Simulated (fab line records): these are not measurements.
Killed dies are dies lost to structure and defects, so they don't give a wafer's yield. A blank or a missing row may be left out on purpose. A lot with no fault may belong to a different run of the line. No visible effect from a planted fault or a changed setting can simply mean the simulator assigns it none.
fab line records	flow n5Finfet
[record] lots = 24	wafers = 72	lastDay = 19
route steps=1938 shown BEOL_M4@1085 BEOL_M5@1112
lots that met no fault: from a run of the same line without faults
startH: the number of hours between the record's first day and the start of the first shown wafer of the lot	waitH: how many hours have passed since the lot's step before this one	" repeats the value in the row above	L1.1+2: one row covering several wafers at once	- either no value or no given start	* or withheld: withheld	< > ~ a bound
route shown NAME@n: NAME is a module with steps in the file, n the number in the route of the first one	usual: average and standard deviation across the fault-free wafers	same: alike in all rows	chamber/n: place in a boat	sites: each site's reading	_std_site: the values' standard deviation	_edge_site: the outer-site mean with the inner-site mean subtracted	radiusMm: for every site, how far away it sits from the centre of the wafer	mask NAME#n: copy n	behind: the tool/chamber that last shaped the wafer	hold: why the lot was held/for how many hours/how that ended	device: the transistor (n, p or np) that didn't switch	end of line: the route-end tests of the same wafers	a step without rows: its recipe alone	killed: dies that structure and defects cost at the first sort, which is not the same as the wafer's yield	map: per-die view of a wafer (x killed, . not killed, _ where there is no die)
set.NAME: the setting that was run; set.NAME@STEP: the one run at that earlier step	model.NAME: the simulator's own value behind a step, which no gauge read
steps of the route over a sample of lots; a table a step, a row a wafer
services: from which hour (startH, from the record's first day; less than 0 if before it) a tool's chamber was out of use, for how many hours, and why
[[steps]]
[step N5_BEOL_M4_ANNEAL_49]
[recipe] tempC = 400	timeS = 240	ambient = vacuum
[usual] heaterPowerW = 815/77
[same] timeS = 240
lot.wafer	tool	chamber	startH	waitH	heaterPowerW
L074.1	pvdSputter-02	-	178.10	0.0	788
L074.2	"	-	"	"	977
L074.3	"	-	"	"	907
L075.1	pvdSputter-02	-	183.72	0.0	881
L075.4	"	-	"	"	757
L075.5	"	-	"	"	777
L076.1	pvdSputter-02	-	185.60	0.0	742
L076.5	"	-	"	"	799
L076.6	"	-	"	"	737
L079.3	pvdSputter-01	-	205.61	0.0	823
L079.4	"	-	"	"	894
L079.6	"	-	"	"	718
L077.2	pvdSputter-01	-	207.45	0.0	902
L077.3	"	-	"	"	701
L077.6	"	-	"	"	792
L078.2	pvdSputter-03	-	209.91	0.0	866
L078.5	"	-	"	"	781
L078.6	"	-	"	"	736
L080.1	pvdSputter-02	-	227.86	0.0	784
L080.2	"	-	"	"	969
L080.6	"	-	"	"	722
L082.1	pvdSputter-02	-	235.45	0.0	816
L082.2	"	-	"	"	740
L082.6	"	-	"	"	797
L081.1	pvdSputter-01	-	237.14	0.0	728
L081.3	"	-	"	"	821
L081.6	"	-	"	"	900
L084.1	pvdSputter-02	-	244.87	0.0	914
L084.2	"	-	"	"	1008
L084.5	"	-	"	"	820
L086.1	pvdSputter-01	-	246.33	0.0	799
L086.4	"	-	"	"	730
L086.5	"	-	"	"	769
L085.1	pvdSputter-03	-	263.50	0.0	758
L085.2	"	-	"	"	812
L085.6	"	-	"	"	890
L083.1	pvdSputter-01	-	264.29	0.0	725
L083.3	"	-	"	"	797
L083.5	"	-	"	"	788
L088.1	pvdSputter-03	-	269.12	0.0	732
L088.2	"	-	"	"	821
L088.5	"	-	"	"	750
L087.1	pvdSputter-01	-	272.02	0.0	778
L087.5	"	-	"	"	926
L087.6	"	-	"	"	775
L090.1	pvdSputter-01	-	273.86	0.0	865
L090.4	"	-	"	"	799
L090.5	"	-	"	"	806
L089.1	pvdSputter-03	-	275.32	0.0	797
L089.2	"	-	"	"	756
L089.5	"	-	"	"	739
L092.1	pvdSputter-03	-	299.34	0.0	753
L092.3	"	-	"	"	730
L092.5	"	-	"	"	767
L091.3	pvdSputter-02	-	299.60	0.0	976
L091.4	"	-	"	"	890
L091.5	"	-	"	"	744
L093.3	pvdSputter-03	-	302.40	0.0	855
L093.5	"	-	"	"	747
L093.6	"	-	"	"	811
L094.1	pvdSputter-02	-	302.57	0.0	814
L094.2	"	-	"	"	753
L094.4	"	-	"	"	999
L095.2	pvdSputter-02	-	310.66	0.0	748
L095.5	"	-	"	"	725
L095.6	"	-	"	"	796
L096.1	pvdSputter-01	-	326.77	0.0	782
L096.2	"	-	"	"	887
L096.3	"	-	"	"	723
L097.2	pvdSputter-01	-	330.53	0.0	724
L097.4	"	-	"	"	908
L097.6	"	-	"	"	893
[step N5_BEOL_M4_SPUTTER_79]
[recipe] material = Cu	targetThkA = 45	tempC = -20	chamberPressurePa = 0.07	powerW = withheld	timeS = 8.29
[usual] throttleValvePct = 30.0/1.1
[same] timeS = 8.29
lot.wafer	tool	chamber	startH	waitH	throttleValvePct
L074.1	pvdSputter-02	-	178.24	0.1	31.5
L074.2	"	-	"	"	31.4
L074.3	"	-	"	"	29.0
L075.1	pvdSputter-02	-	183.86	0.1	28.8
L075.4	"	-	"	"	29.3
L075.5	"	-	"	"	31.7
L076.1	pvdSputter-02	-	185.74	0.1	29.1
L076.5	"	-	"	"	31.4
L076.6	"	-	"	"	29.0
L079.3	pvdSputter-01	-	205.75	0.1	27.8
L079.4	"	-	"	"	28.9
L079.6	"	-	"	"	30.0
L077.2	pvdSputter-01	-	207.59	0.1	29.2
L077.3	"	-	"	"	30.1
L077.6	"	-	"	"	30.6
L078.2	pvdSputter-03	-	210.05	0.1	30.0
L078.5	"	-	"	"	30.5
L078.6	"	-	"	"	30.7
L080.1	pvdSputter-02	-	228.00	0.1	31.5
L080.2	"	-	"	"	31.2
L080.6	"	-	"	"	29.2
L082.1	pvdSputter-02	-	235.59	0.1	31.4
L082.2	"	-	"	"	29.4
L082.6	"	-	"	"	31.5
L081.1	pvdSputter-01	-	237.28	0.1	30.1
L081.3	"	-	"	"	30.8
L081.6	"	-	"	"	29.3
L084.1	pvdSputter-02	-	245.01	0.1	29.0
L084.2	"	-	"	"	31.5
L084.5	"	-	"	"	31.5
L086.1	pvdSputter-01	-	246.47	0.1	31.0
L086.4	"	-	"	"	30.3
L086.5	"	-	"	"	30.8
L085.1	pvdSputter-03	-	263.64	0.1	30.5
L085.2	"	-	"	"	30.9
L085.6	"	-	"	"	30.2
L083.1	pvdSputter-01	-	264.43	0.1	30.2
L083.3	"	-	"	"	30.6
L083.5	"	-	"	"	27.8
L088.1	pvdSputter-03	-	269.26	0.1	30.8
L088.2	"	-	"	"	30.8
L088.5	"	-	"	"	30.1
L087.1	pvdSputter-01	-	272.16	0.1	30.6
L087.5	"	-	"	"	29.3
L087.6	"	-	"	"	30.8
L090.1	pvdSputter-01	-	274.00	0.1	29.2
L090.4	"	-	"	"	30.8
L090.5	"	-	"	"	27.8
L089.1	pvdSputter-03	-	275.46	0.1	30.8
L089.2	"	-	"	"	30.5
L089.5	"	-	"	"	30.7
L092.1	pvdSputter-03	-	299.48	0.1	30.3
L092.3	"	-	"	"	30.8
L092.5	"	-	"	"	30.1
L091.3	pvdSputter-02	-	299.74	0.1	31.4
L091.4	"	-	"	"	28.9
L091.5	"	-	"	"	29.3
L093.3	pvdSputter-03	-	302.54	0.1	29.8
L093.5	"	-	"	"	30.9
L093.6	"	-	"	"	30.9
L094.1	pvdSputter-02	-	302.71	0.1	31.4
L094.2	"	-	"	"	29.4
L094.4	"	-	"	"	31.3
L095.2	pvdSputter-02	-	310.80	0.1	29.2
L095.5	"	-	"	"	29.3
L095.6	"	-	"	"	31.5
L096.1	pvdSputter-01	-	326.91	0.1	30.8
L096.2	"	-	"	"	29.2
L096.3	"	-	"	"	30.0
L097.2	pvdSputter-01	-	330.67	0.1	30.2
L097.4	"	-	"	"	29.3
L097.6	"	-	"	"	29.0
[step N5_BEOL_M4_ANNEAL_91]
[recipe] tempC = 400	timeS = 240	ambient = vacuum
[usual] heaterPowerW = 815/79
[same] timeS = 240
lot.wafer	tool	chamber	startH	waitH	heaterPowerW
L074.1	pvdSputter-02	-	179.20	0.0	791
L074.2	"	-	"	"	996
L074.3	"	-	"	"	910
L075.1	pvdSputter-02	-	184.82	0.0	912
L075.4	"	-	"	"	744
L075.5	"	-	"	"	789
L076.1	pvdSputter-02	-	186.70	0.0	736
L076.5	"	-	"	"	811
L076.6	"	-	"	"	736
L079.3	pvdSputter-01	-	206.71	0.0	806
L079.4	"	-	"	"	892
L079.6	"	-	"	"	721
L077.2	pvdSputter-01	-	208.55	0.0	902
L077.3	"	-	"	"	739
L077.6	"	-	"	"	800
L078.2	pvdSputter-03	-	211.01	0.0	859
L078.5	"	-	"	"	744
L078.6	"	-	"	"	752
L080.1	pvdSputter-02	-	228.96	0.0	787
L080.2	"	-	"	"	1000
L080.6	"	-	"	"	729
L082.1	pvdSputter-02	-	236.55	0.0	798
L082.2	"	-	"	"	750
L082.6	"	-	"	"	795
L081.1	pvdSputter-01	-	238.24	0.0	723
L081.3	"	-	"	"	784
L081.6	"	-	"	"	907
L084.1	pvdSputter-02	-	245.97	0.0	905
L084.2	"	-	"	"	996
L084.5	"	-	"	"	802
L086.1	pvdSputter-01	-	247.43	0.0	788
L086.4	"	-	"	"	735
L086.5	"	-	"	"	779
L085.1	pvdSputter-03	-	264.60	0.0	753
L085.2	"	-	"	"	818
L085.6	"	-	"	"	861
L083.1	pvdSputter-01	-	265.39	0.0	717
L083.3	"	-	"	"	782
L083.5	"	-	"	"	819
L088.1	pvdSputter-03	-	270.22	0.0	742
L088.2	"	-	"	"	794
L088.5	"	-	"	"	743
L087.1	pvdSputter-01	-	273.12	0.0	797
L087.5	"	-	"	"	891
L087.6	"	-	"	"	780
L090.1	pvdSputter-01	-	274.96	0.0	925
L090.4	"	-	"	"	800
L090.5	"	-	"	"	812
L089.1	pvdSputter-03	-	276.42	0.0	820
L089.2	"	-	"	"	740
L089.5	"	-	"	"	752
L092.1	pvdSputter-03	-	300.44	0.0	744
L092.3	"	-	"	"	759
L092.5	"	-	"	"	748
L091.3	pvdSputter-02	-	300.70	0.0	983
L091.4	"	-	"	"	902
L091.5	"	-	"	"	730
L093.3	pvdSputter-03	-	303.50	0.0	882
L093.5	"	-	"	"	730
L093.6	"	-	"	"	807
L094.1	pvdSputter-02	-	303.67	0.0	803
L094.2	"	-	"	"	722
L094.4	"	-	"	"	983
L095.2	pvdSputter-02	-	311.76	0.0	742
L095.5	"	-	"	"	733
L095.6	"	-	"	"	795
L096.1	pvdSputter-01	-	327.87	0.0	777
L096.2	"	-	"	"	919
L096.3	"	-	"	"	707
L097.2	pvdSputter-01	-	331.63	0.0	723
L097.4	"	-	"	"	907
L097.6	"	-	"	"	922
[step N5_BEOL_M5_ILD_DEP_00]
[recipe] material = SiCOH_lowk	targetThkA = 1406.4	tempC = 300	precursor = DEMS/porogen	pressureTorr = 5	rfW = 500	timeS = 25.9
[usual] heaterPowerW = 280/47	showerheadPlenumPTorr = 5.739/0.014	throttleValvePct = 14.1/1.1
[same] timeS = 25.9
lot.wafer	tool	chamber	startH	waitH	heaterPowerW	showerheadPlenumPTorr	throttleValvePct
L074.1	pecvd-03	2	181.84	0.8	317	5.732	13.0
L074.2	"	0	"	"	316	5.750	13.1
L074.3	"	1	"	"	256	5.741	16.2
L075.1	pecvd-03	2	187.70	0.8	300	5.740	12.7
L075.4	"	2	"	"	313	5.738	12.9
L075.5	"	1	"	"	277	5.755	15.9
L076.1	pecvd-01	2	189.34	0.8	214	5.736	14.7
L076.5	"	2	"	"	221	5.738	14.6
L076.6	"	1	"	"	284	5.744	14.8
L079.3	pecvd-01	0	209.40	0.5	219	5.740	13.0
L079.4	"	0	"	"	227	5.745	13.1
L079.6	"	1	"	"	282	5.764	15.0
L077.2	pecvd-03	0	211.20	0.7	283	5.745	13.3
L077.3	"	2	"	"	349	5.743	12.9
L077.6	"	1	"	"	253	5.750	16.0
L078.2	pecvd-02	0	214.02	0.7	252	5.715	13.5
L078.5	"	1	"	"	340	5.722	15.7
L078.6	"	0	"	"	264	5.728	13.7
L080.1	pecvd-02	1	231.83	0.8	295	5.725	15.5
L080.2	"	0	"	"	228	5.726	13.8
L080.6	"	2	"	"	351	5.755	12.7
L082.1	pecvd-02	0	239.36	0.8	271	5.715	13.7
L082.2	"	2	"	"	396	5.744	13.0
L082.6	"	2	"	"	386	5.735	12.9
L081.1	pecvd-01	1	241.03	0.8	282	5.738	14.9
L081.3	"	0	"	"	252	5.735	13.3
L081.6	"	2	"	"	218	5.745	14.6
L084.1	pecvd-01	1	248.93	0.8	279	5.749	15.0
L084.2	"	0	"	"	206	5.734	13.2
L084.5	"	2	"	"	226	5.755	14.7
L086.1	pecvd-02	1	250.13	0.8	315	5.741	15.6
L086.4	"	1	"	"	327	5.740	15.9
L086.5	"	2	"	"	316	5.750	12.7
L085.1	pecvd-02	2	267.24	0.8	313	5.757	12.6
L085.2	"	0	"	"	219	5.721	13.8
L085.6	"	1	"	"	327	5.733	15.8
L083.1	pecvd-01	2	268.04	0.8	233	5.730	14.8
L083.3	"	0	"	"	245	5.726	13.4
L083.5	"	1	"	"	239	5.756	15.1
L088.1	pecvd-01	1	272.89	0.8	266	5.744	15.0
L088.2	"	2	"	"	205	5.740	14.9
L088.5	"	1	"	"	269	5.747	14.9
L087.1	pecvd-02	1	275.84	0.8	308	5.732	15.8
L087.5	"	0	"	"	217	5.720	13.5
L087.6	"	1	"	"	308	5.740	15.6
L090.1	pecvd-02	2	277.61	0.8	380	5.772	12.5
L090.4	"	2	"	"	367	5.765	12.7
L090.5	"	1	"	"	314	5.743	15.7
L089.1	pecvd-01	0	279.06	0.8	218	5.727	13.5
L089.2	"	2	"	"	210	5.746	14.8
L089.5	"	2	"	"	210	5.754	14.6
L092.1	pecvd-02	2	303.19	0.8	320	5.768	12.8
L092.3	"	1	"	"	333	5.758	15.5
L092.5	"	2	"	"	326	5.757	12.9
L091.3	pecvd-01	0	303.44	0.5	203	5.728	13.2
L091.4	"	0	"	"	209	5.739	13.0
L091.5	"	1	"	"	273	5.742	14.9
L093.3	pecvd-03	0	306.23	0.5	304	5.737	13.3
L093.5	"	2	"	"	348	5.727	13.4
L093.6	"	0	"	"	311	5.750	13.4
L094.1	pecvd-02	2	306.44	0.8	317	5.757	12.5
L094.2	"	1	"	"	272	5.736	15.7
L094.4	"	1	"	"	274	5.748	15.4
L095.2	pecvd-02	1	314.40	0.7	321	5.728	15.5
L095.5	"	1	"	"	312	5.753	15.4
L095.6	"	2	"	"	378	5.774	12.8
L096.1	pecvd-03	0	332.90	0.8	239	5.747	13.0
L096.2	"	2	"	"	306	5.737	13.1
L096.3	"	1	"	"	273	5.743	16.0
L097.2	pecvd-02	0	335.60	0.7	263	5.732	14.0
L097.4	"	0	"	"	271	5.739	13.7
L097.6	"	2	"	"	309	5.761	12.6
[step N5_BEOL_M5_CURE_79]
[recipe] tempC = 385	timeS = 240	ambient = He/Ar	material = SiCOH_lowk
[usual] lampPowerPct = 52.31/0.053	wafer_temp_C_max = 386.7/0.64
[same] timeS = 240
lot.wafer	tool	chamber	startH	waitH	lampPowerPct	wafer_temp_C_max
L074.1	uvCure-03	1	181.90	0.0	52.31	386.2
L074.2	"	1	"	"	52.33	386.3
L074.3	"	1	"	"	52.38	386.3
L075.1	uvCure-02	2	187.76	0.0	52.37	387.7
L075.4	"	2	"	"	52.29	387.6
L075.5	"	2	"	"	52.27	387.1
L076.1	uvCure-02	0	189.40	0.0	52.32	386.2
L076.5	"	0	"	"	52.27	386.0
L076.6	"	0	"	"	52.35	386.8
L079.3	uvCure-02	2	209.62	0.2	52.37	387.7
L079.4	"	2	"	"	52.38	387.0
L079.6	"	2	"	"	52.28	387.4
L077.2	uvCure-01	2	211.34	0.1	52.29	386.2
L077.3	"	2	"	"	52.33	386.5
L077.6	"	2	"	"	52.32	386.2
L078.2	uvCure-03	2	214.18	0.1	52.27	387.2
L078.5	"	2	"	"	52.32	388.1
L078.6	"	2	"	"	52.27	387.6
L080.1	uvCure-03	1	231.89	0.0	52.25	386.8
L080.2	"	1	"	"	52.21	386.4
L080.6	"	1	"	"	52.30	386.3
L082.1	uvCure-01	0	239.66	0.3	52.22	387.5
L082.2	"	0	"	"	52.32	387.1
L082.6	"	0	"	"	52.32	386.7
L081.1	uvCure-03	1	241.14	0.1	52.30	386.5
L081.3	"	1	"	"	52.33	386.2
L081.6	"	1	"	"	52.35	386.4
L084.1	uvCure-01	0	248.99	0.0	52.28	386.8
L084.2	"	0	"	"	52.16	386.7
L084.5	"	0	"	"	52.38	387.6
L086.1	uvCure-02	2	250.19	0.0	52.23	386.3
L086.4	"	2	"	"	52.28	386.6
L086.5	"	2	"	"	52.30	387.2
L085.1	uvCure-03	0	267.30	0.0	52.34	386.9
L085.2	"	0	"	"	52.30	386.7
L085.6	"	0	"	"	52.31	386.6
L083.1	uvCure-02	1	268.23	0.2	52.30	385.6
L083.3	"	1	"	"	52.32	386.0
L083.5	"	1	"	"	52.28	385.8
L088.1	uvCure-03	1	272.95	0.0	52.28	385.9
L088.2	"	1	"	"	52.30	385.8
L088.5	"	1	"	"	52.31	386.3
L087.1	uvCure-02	1	276.68	0.8	52.32	386.0
L087.5	"	1	"	"	52.33	386.1
L087.6	"	1	"	"	52.34	386.0
L090.1	uvCure-02	1	279.02	1.4	52.33	386.5
L090.4	"	1	"	"	52.25	386.2
L090.5	"	1	"	"	52.41	386.2
L089.1	uvCure-02	2	279.98	0.9	52.31	387.0
L089.2	"	2	"	"	52.37	386.4
L089.5	"	2	"	"	52.29	386.8
L092.1	uvCure-01	1	303.25	0.0	52.36	387.7
L092.3	"	1	"	"	52.33	388.4
L092.5	"	1	"	"	52.28	387.9
L091.3	uvCure-02	0	303.75	0.3	52.31	386.3
L091.4	"	0	"	"	52.31	386.6
L091.5	"	0	"	"	52.26	386.1
L093.3	uvCure-02	0	306.45	0.2	52.25	386.8
L093.5	"	0	"	"	52.31	386.5
L093.6	"	0	"	"	52.17	386.0
L094.1	uvCure-01	0	306.50	0.0	52.33	386.2
L094.2	"	0	"	"	52.29	387.4
L094.4	"	0	"	"	52.35	386.2
L095.2	uvCure-03	0	314.54	0.1	52.33	386.6
L095.5	"	0	"	"	52.25	386.4
L095.6	"	0	"	"	52.34	386.8
L096.1	uvCure-01	2	332.96	0.0	52.33	386.1
L096.2	"	2	"	"	52.27	386.1
L096.3	"	2	"	"	52.31	386.8
L097.2	uvCure-03	2	335.76	0.1	52.34	387.4
L097.4	"	2	"	"	52.46	388.3
L097.6	"	2	"	"	52.34	388.2
[step N5_BEOL_M5_HM_DEP_02]
[recipe] material = TiN	targetThkA = 200	tempC = 25	chamberPressurePa = 0.49996
[usual] throttleValvePct = 30.2/1.1
lot.wafer	tool	chamber	startH	waitH	throttleValvePct
L074.1	pvdSputter-02	-	183.46	1.0	29.2
L074.2	"	-	"	"	29.1
L074.3	"	-	"	"	31.4
L075.1	pvdSputter-02	-	188.52	0.2	31.6
L075.4	"	-	"	"	31.2
L075.5	"	-	"	"	31.6
L076.1	pvdSputter-01	-	190.02	0.1	27.4
L076.5	"	-	"	"	30.2
L076.6	"	-	"	"	30.6
L079.3	pvdSputter-01	-	210.39	0.3	27.7
L079.4	"	-	"	"	28.9
L079.6	"	-	"	"	27.6
L077.2	pvdSputter-03	-	213.81	2.0	30.5
L077.3	"	-	"	"	30.6
L077.6	"	-	"	"	30.0
L078.2	pvdSputter-03	-	215.41	0.7	30.0
L078.5	"	-	"	"	30.7
L078.6	"	-	"	"	30.8
L080.1	pvdSputter-03	-	233.92	1.5	30.3
L080.2	"	-	"	"	30.9
L080.6	"	-	"	"	30.6
L082.1	pvdSputter-03	-	241.82	1.6	30.4
L082.2	"	-	"	"	30.8
L082.6	"	-	"	"	30.5
L081.1	pvdSputter-02	-	242.49	0.3	31.6
L081.3	"	-	"	"	29.4
L081.6	"	-	"	"	29.2
L084.1	pvdSputter-01	-	250.73	1.2	30.8
L084.2	"	-	"	"	30.0
L084.5	"	-	"	"	27.6
L086.1	pvdSputter-01	-	251.47	0.2	27.7
L086.4	"	-	"	"	29.3
L086.5	"	-	"	"	27.7
L085.1	pvdSputter-02	-	270.11	1.8	29.4
L085.2	"	-	"	"	31.6
L085.6	"	-	"	"	31.6
L083.1	pvdSputter-02	-	270.47	1.7	29.3
L083.3	"	-	"	"	31.5
L083.5	"	-	"	"	31.6
L088.1	pvdSputter-02	-	274.47	1.0	31.4
L088.2	"	-	"	"	29.2
L088.5	"	-	"	"	31.5
L087.1	pvdSputter-02	-	277.57	0.3	29.2
L087.5	"	-	"	"	28.9
L087.6	"	-	"	"	31.8
L090.1	pvdSputter-02	-	280.77	1.2	29.1
L090.4	"	-	"	"	29.2
L090.5	"	-	"	"	31.7
L089.1	pvdSputter-01	-	281.27	0.7	29.2
L089.2	"	-	"	"	27.7
L089.5	"	-	"	"	27.6
L092.1	pvdSputter-03	-	304.54	0.7	29.9
L092.3	"	-	"	"	30.7
L092.5	"	-	"	"	30.8
L091.3	pvdSputter-03	-	304.64	0.5	30.1
L091.4	"	-	"	"	29.8
L091.5	"	-	"	"	30.1
L093.3	pvdSputter-03	-	307.87	1.0	30.5
L093.5	"	-	"	"	30.3
L093.6	"	-	"	"	30.5
L094.1	pvdSputter-01	-	308.03	1.0	30.8
L094.2	"	-	"	"	29.2
L094.4	"	-	"	"	27.7
L095.2	pvdSputter-03	-	317.62	2.6	30.3
L095.5	"	-	"	"	31.2
L095.6	"	-	"	"	30.5
L096.1	pvdSputter-03	-	334.99	1.5	30.5
L096.2	"	-	"	"	30.7
L096.3	"	-	"	"	30.3
L097.2	pvdSputter-03	-	338.39	2.1	30.2
L097.4	"	-	"	"	30.7
L097.6	"	-	"	"	30.7
[[services]]
tool	chamber	startH	hours	kind
pecvd-02	1	154.59	2.1	scheduledDown
uvCure-02	-	161.27	0.5	repair
uvCure-02	-	174.11	2.8	pm
uvCure-02	-	176.99	5.3	repair
pvdSputter-03	-	186.76	4.3	repair
pecvd-02	0	189.16	5.0	scheduledDown
pecvd-02	2	202.38	-	clean
pecvd-02	2	202.38	-	consumableReplace:showerhead
pecvd-02	2	202.38	29.0	scheduledDown
pecvd-02	2	202.38	29.0	ventCycle
uvCure-03	-	228.57	2.1	pm
uvCure-01	-	256.47	24.0	repair
pecvd-02	0	259.09	5.5	scheduledDown
pecvd-01	-	273.03	1.2	repair
uvCure-03	-	273.72	7.6	repair
pecvd-03	0	279.12	5.2	repair
pecvd-01	-	288.17	2.8	pm
uvCure-03	-	294.73	0.2	repair
uvCure-03	-	294.93	0.3	repair
pecvd-03	-	297.02	5.5	pm
pecvd-02	0	298.21	2.1	scheduledDown
uvCure-03	-	304.41	0.4	repair
pecvd-02	1	325.62	5.5	scheduledDown
pecvd-02	1	333.33	8.4	repair
[[key]]
fault none
